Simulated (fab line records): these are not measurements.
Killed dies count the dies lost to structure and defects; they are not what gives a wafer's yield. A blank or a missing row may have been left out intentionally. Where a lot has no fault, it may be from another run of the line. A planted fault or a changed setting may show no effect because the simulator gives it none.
fab line records + flow nand_harc
record:
- lots: 5
- wafers: 15
- last_day: 31
route steps=1302 shown P_STI@107 P_GATE@110 END@1302
lots that met no fault: from a run of the same line without faults
start_h: hours from the record's opening day to when the first of the lot's shown wafers began + wait_h: how many hours have passed since the lot's step before this one + " identical to the entry in the row above + L1.1+2: one row covering several wafers at once + - either no value or no given start + * or withheld: withheld + < > ~ a bound
route shown NAME@n: NAME is a module with steps in the file, n the number in the route of the first one + usual: average and standard deviation across the fault-free wafers + same: alike in all rows + chamber/n: place in a boat + sites: readings site by site + _std_site: their standard deviation + _edge_site: inner sites' mean taken away from outer sites' mean + radius_mm: for every site, how far away it sits from the centre of the wafer + mask NAME#n: copy n + behind: the last tool/chamber to shape the wafer + hold: why the lot went on hold/how many hours it stayed there/how the hold came to an end + device: whichever transistor did not switch (one of n, p or np) + end of line: the route-end tests of the same wafers + for a step that has no rows: nothing shown but its recipe + killed: the dies lost at the first sort to structure and to defects; this is not the yield of the wafer + map: dies across one wafer; x = killed, . = not, _ = none there
set.NAME: the setting that was run; set.NAME@STEP: the one run at that earlier step + model.NAME: the simulator's own value behind a step, which no gauge read
lots at selected steps of the route; one table per step, one row per wafer
services: the hour from which a tool's chamber was out of use, counted from the record's first day as start_h (under 0 if before that day), plus the number of hours and why
== steps ==
step: NHARC_P_STI_SRD_39
step: NHARC_P_STI_OXIDE_40
recipe:
- target_thk_a: 100
- temp_c: 900
- ox_time_s: 1362
- material: SiO2
step: NHARC_P_STI_INSPECT_25
usual:
- raw_defect_count: 210/96
| lot.wafer | tool              | chamber | start_h | wait_h | raw_defect_count |
|-----------|-------------------|---------|---------|--------|------------------|
| L258.3    | defect_inspect-01 | -       | 92.13   | 0.4    | 197              |
| L258.5    | "                 | -       | "       | "      | 283              |
| L258.6    | "                 | -       | "       | "      | 227              |
| L264.1    | defect_inspect-01 | -       | 158.87  | 0.4    | 564              |
| L264.3    | "                 | -       | "       | "      | 541              |
| L264.4    | "                 | -       | "       | "      | 479              |
| L266.1    | defect_inspect-02 | -       | 177.22  | 0.4    | 340              |
| L266.2    | "                 | -       | "       | "      | 320              |
| L266.3    | "                 | -       | "       | "      | 199              |
| L271.1    | defect_inspect-02 | -       | 222.38  | 0.4    | 156              |
| L271.4    | "                 | -       | "       | "      | 284              |
| L271.5    | "                 | -       | "       | "      | 159              |
| L274.3    | defect_inspect-01 | -       | 250.62  | 0.4    | 254              |
| L274.4    | "                 | -       | "       | "      | 186              |
| L274.5    | "                 | -       | "       | "      | 262              |
step: NHARC_P_GATE_ETCH_69
recipe:
- target_depth_a: 140
- chemistry: dHF
- material: SiO2
step: NHARC_P_GATE_PRECLEAN_70
recipe:
- time_s: *
- temp_c: 50
- bath_age_min: 0
- chemistry: SC1
step: NHARC_P_GATE_SRD_01
step: NHARC_P_GATE_OXIDE_02
recipe:
- target_thk_a: 375
- temp_c: 950
- p_h2o_torr: 720
- ox_time_s: 365
- material: SiO2
step: NHARC_P_GATE_DEHYDRATE_03
recipe:
- temp_c: 150
- time_s: 120
step: NHARC_P_GATE_HMDS_04
recipe:
- time_s: 30
step: NHARC_P_GATE_COAT_05
recipe:
- spin_rpm: 4690
step: NHARC_P_GATE_SOFTBAKE_06
recipe:
- temp_c: 122
- time_s: 95
step: NHARC_P_GATE_EBR_07
step: NHARC_P_GATE_EXPOSE_08
recipe:
- na: 0.6
- dose_mj: 16.75
- mask_id: P_HV
| lot.wafer  | tool           | chamber | start_h | wait_h | mask    |
|------------|----------------|---------|---------|--------|---------|
| L258.3+5+6 | krf_scanner-03 | 0       | 102.22  | -      | P_HV#0  |
| L264.1+3+4 | krf_scanner-02 | 0       | 167.26  | -      | P_NSD#0 |
| L266.1+2+3 | krf_scanner-02 | 0       | 185.81  | -      | P_HV#0  |
| L271.1+4+5 | krf_scanner-02 | 0       | 230.98  | -      | P_HV#0  |
| L274.3+4+5 | krf_scanner-04 | 0       | 258.70  | -      | P_HV#0  |
step: NHARC_P_GATE_PEB_09
recipe:
- peb_temp_c: 118
- peb_time_s: 85
step: NHARC_P_GATE_DEVELOP_10
recipe:
- time_s: 70
step: NHARC_P_GATE_CD_MEAS_11
recipe:
- target_cd_nm: 1640
- landing_energy_ev: 500
usual:
- cd_nm: 1639.8/1.4
| lot.wafer | tool      | chamber | start_h | wait_h | cd_nm  |
|-----------|-----------|---------|---------|--------|--------|
| L258.3    | cd_sem-03 | 0       | 102.37  | -      | 1638.5 |
| L258.5    | "         | 0       | "       | "      | 1637.9 |
| L258.6    | "         | 0       | "       | "      | 1640.8 |
| L264.1    | cd_sem-03 | 0       | 167.42  | -      | -      |
| L264.3    | "         | 0       | "       | "      | -      |
| L264.4    | "         | 0       | "       | "      | -      |
| L266.1    | cd_sem-01 | 0       | 185.96  | -      | 1637.6 |
| L266.2    | "         | 0       | "       | "      | 1639.2 |
| L266.3    | "         | 0       | "       | "      | 1638.6 |
| L271.1    | cd_sem-02 | 0       | 231.14  | -      | 1640.7 |
| L271.4    | "         | 0       | "       | "      | 1639.2 |
| L271.5    | "         | 0       | "       | "      | 1637.7 |
| L274.3    | cd_sem-03 | 0       | 258.86  | -      | 1641.7 |
| L274.4    | "         | 0       | "       | "      | 1642.9 |
| L274.5    | "         | 0       | "       | "      | 1639.5 |
step: NHARC_P_GATE_HARDBAKE_12
recipe:
- temp_c: 125
- time_s: 80
step: NHARC_END_SORT_01
recipe:
- temp_c: 25
usual:
- killed_at_array: 52/17
- killed_at_other: 0.9/1.2
- killed_at_periphery: 3.9/2.7
- killed_dies: 57/16
- killed_open: 3.3/1.9
- killed_short: 2.5/1.5
same:
- gross_dies: 677
| lot.wafer | tool      | chamber | start_h | wait_h | killed_at_array | killed_at_other | killed_at_periphery | killed_dies | killed_open | killed_short |
|-----------|-----------|---------|---------|--------|-----------------|-----------------|---------------------|-------------|-------------|--------------|
| L264.1    | prober-02 | 0       | 647.05  | 2.5    | 46              | 0               | 631                 | 677         | 2           | 2            |
| L264.3    | prober-02 | 0       | 648.64  | 3.1    | 53              | 0               | 624                 | 677         | 2           | 1            |
| L264.4    | prober-02 | 0       | 649.44  | 3.4    | 25              | 1               | 651                 | 677         | 2           | 1            |
killed by level:class
L264.1 P_GATE:area_expose=629 A_SLIT:chamber_film_flake=23 A_CHANNEL_HOLE_D2:chamber_film_flake=10 A_CHANNEL_HOLE_D1:chamber_film_flake=3 A_CONTACT:chamber_film_flake=3 A_ONON_D1:geometric_particle:short=2 A_STAIRCASE:chamber_film_flake=2 A_ONON_D1:geometric_particle:open=1
L264.3 P_GATE:area_expose=621 A_SLIT:chamber_film_flake=24 A_CHANNEL_HOLE_D2:chamber_film_flake=8 A_CONTACT:chamber_film_flake=6 A_STAIRCASE:chamber_film_flake=5 A_CHANNEL_HOLE_D1:chamber_film_flake=3 A_DECK1_JOINT:chamber_film_flake=2 A_SGD_CUT:geometric_particle:open=1
L264.4 P_GATE:area_expose=650 A_SLIT:chamber_film_flake=8 A_STAIRCASE:chamber_film_flake=5 A_CONTACT:chamber_film_flake=5 A_CHANNEL_HOLE_D2:chamber_film_flake=2 A_DECK1_JOINT:geometric_particle:open=1 A_SGD_CUT:geometric_particle:open=1 A_WL_FILL:geometric_particle:short=1
map L264.1 (x killed, . not)
____________x____________
_________xxxxxxx_________
_______xxxxxxxxxxx_______
______xxxxxxxxxxxxx______
_____xxxxxxxxxxxxxxx_____
____xxxxxxxxxxxxxxxxx____
____xxxxxxxxxxxxxxxxx____
___xxxxxxxxxxxxxxxxxxx___
___xxxxxxxxxxxxxxxxxxx___
__xxxxxxxxxxxxxxxxxxxxx__
__xxxxxxxxxxxxxxxxxxxxx__
_xxxxxxxxxxxxxxxxxxxxxxx_
_xxxxxxxxxxxxxxxxxxxxxxx_
_xxxxxxxxxxxxxxxxxxxxxxx_
_xxxxxxxxxxxxxxxxxxxxxxx_
_xxxxxxxxxxxxxxxxxxxxxxx_
xxxxxxxxxxxxxxxxxxxxxxxxx
xxxxxxxxxxxxxxxxxxxxxxxxx
xxxxxxxxxxxxxxxxxxxxxxxxx
xxxxxxxxxxxxxxxxxxxxxxxxx
xxxxxxxxxxxxxxxxxxxxxxxxx
_xxxxxxxxxxxxxxxxxxxxxxx_
_xxxxxxxxxxxxxxxxxxxxxxx_
_xxxxxxxxxxxxxxxxxxxxxxx_
_xxxxxxxxxxxxxxxxxxxxxxx_
_xxxxxxxxxxxxxxxxxxxxxxx_
__xxxxxxxxxxxxxxxxxxxxx__
__xxxxxxxxxxxxxxxxxxxxx__
___xxxxxxxxxxxxxxxxxxx___
___xxxxxxxxxxxxxxxxxxx___
____xxxxxxxxxxxxxxxxx____
____xxxxxxxxxxxxxxxxx____
_____xxxxxxxxxxxxxxx_____
______xxxxxxxxxxxxx______
_______xxxxxxxxxxx_______
_________xxxxxxx_________
____________x____________
map L266.1 (x killed, . not)
____________.____________
_________......._________
_______.x........x_______
______.............______
_____..............._____
____.................____
____.................____
___................x..___
___................x..___
__.....................__
__................x...x__
_......................._
_.x....................x_
_.x....................._
_x.....................x_
_......x................_
x.xx.....................
xxx......................
xxx..x.....x.........x...
xxxx............x..x.....
xx.x.....................
_xxx...................._
_..xx..........x........_
_xx....................._
_...x.....x....x........_
_......................._
__.....................__
__................x....__
___...x...............___
___...................___
____.................____
____.................____
_____..x............_____
______.............______
_______..........._______
_________......._________
____________.____________
== services ==
| tool           | chamber | start_h | hours | kind        |
|----------------|---------|---------|-------|-------------|
| krf_scanner-02 | -       | 85.33   | 0.9   | repair      |
| krf_scanner-02 | -       | 94.00   | 4.0   | pm          |
| krf_scanner-02 | 0       | 115.73  | -     | calibration |
| krf_scanner-03 | -       | 127.10  | 2.2   | repair      |
| krf_scanner-03 | -       | 149.29  | 0.6   | repair      |
| krf_scanner-04 | -       | 182.00  | 4.0   | pm          |
| krf_scanner-03 | 0       | 187.85  | -     | calibration |
| krf_scanner-02 | -       | 195.36  | 3.7   | repair      |
| krf_scanner-04 | 0       | 216.68  | -     | calibration |
| krf_scanner-04 | -       | 217.93  | 1.5   | repair      |
| krf_scanner-03 | -       | 224.00  | 4.0   | pm          |
== key ==
first_sign:
- step: NHARC_P_GATE_EXPOSE_08
- reading: mask
- direction: changed
effect:
- step: NHARC_P_GATE_CD_MEAS_11
- reading: cd_nm
- direction: missing
effect:
- step: NHARC_END_SORT_01
- reading: killed_at_periphery
- direction: up
- sigmas: 99+
- usual: 3.9
- struck: 635.3
more_kills_born_at:
- NHARC_P_GATE_EXPOSE_08@krf_scanner-02: 1900
met_at NHARC_P_GATE_EXPOSE_08
struck_wafers L264.1,L264.3,L264.4
later_rows_left_out L264.1,L264.3,L264.4
tester_left_out L264
fault:
- kind: wrong_mask
- tool: any
- chamber: -
- onset_h: 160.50
- steps: NHARC_P_GATE_EXPOSE_08
- aux_copy: P_NSD#0
- scope: struck_lots_only
tester_left_out: of these lots the tester's yield and bins aren't shown, on N5 and GAA mostly nor the transistor test; their killed dies are dies lost to structure and defects alone, not to doping, threshold or leakage, so they don't give the yield
later_rows_left_out: the simulator's readings of these wafers behind a module that went badly wrong aren't trusted and aren't shown, but for the sort
